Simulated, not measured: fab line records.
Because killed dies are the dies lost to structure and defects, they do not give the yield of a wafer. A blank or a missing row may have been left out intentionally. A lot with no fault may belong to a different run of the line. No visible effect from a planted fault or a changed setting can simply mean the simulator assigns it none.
Matching of chambers	flow nand-harc	NHARC_P_ZERO_WELL_DESCUM_13 on rie-diel-01 has 4 sister chambers
The step chemistry O2, time 3 s. 14 wafers are shown with their chamber, then 7 later ones without.

EACH WAFER AND ITS CHAMBER
wafer	chamber	drypump-motor-current-A (A)	showerhead-plenum-p-Torr (Torr)	oes-product-au (a.u.)
L076.1	0	5.8	1.82	0.999
L076.4	2	5.5	2.00	0.989
L076.5	3	6.5	1.85	1.005
L077.4	0	5.8	1.81	0.987
L077.5	3	6.5	1.85	1.001
L077.6	2	5.5	1.99	0.984
L078.1	1	5.3	1.83	0.992
L078.2	3	6.5	1.85	0.999
L078.6	3	6.5	1.85	1.000
L083.3	2	5.5	1.99	0.997
L083.4	3	6.5	1.84	0.996
L083.6	3	6.5	1.84	1.000
L085.1	3	6.6	1.84	1.007
L085.3	0	5.8	1.81	1.008

SIGNATURES (means of the wafers above)
reading	chamber 0	chamber 1	chamber 2	chamber 3	scatter within a chamber
drypump-motor-current-A	5.800	5.300	5.500	6.514	0.0293
showerhead-plenum-p-Torr	1.8133	1.8300	1.9933	1.8457	0.00552
oes-product-au	0.99800	0.99200	0.99000	1.00114	0.00625
Rule: distance of a wafer from a chamber = root of the sum over the readings of ((wafer's reading minus chamber's mean) / reading's scatter) squared. The wafer belongs to the nearest chamber; if the next one is less than 2 further off, it can't be placed. The scatter: the root of (the sum of the squares of (reading less its chamber's mean) over the shown wafers, divided by (wafers less chambers)).

WAFERS MISSING THEIR CHAMBER
wafer	drypump-motor-current-A (A)	showerhead-plenum-p-Torr (Torr)	oes-product-au (a.u.)
L085.4	5.2	1.82	1.000
L089.1	6.6	1.84	1.002
L089.2	5.5	1.98	0.978
L089.6	5.2	1.81	1.003
L097.2	6.5	1.83	0.999
L097.4	5.9	1.80	0.999
L097.6	5.2	1.81	1.005

WHICH CHAMBER EACH ONE RAN IN
wafer	from the rows above	in truth
L085.4	1	1
L089.1	3	3
L089.2	2	2
L089.6	1	1
L097.2	3	3
L097.4	0	0
L097.6	1	1
Correctly placed: 7 of 7. Left unplaced by these rows: 0. 0 placed wrongly.
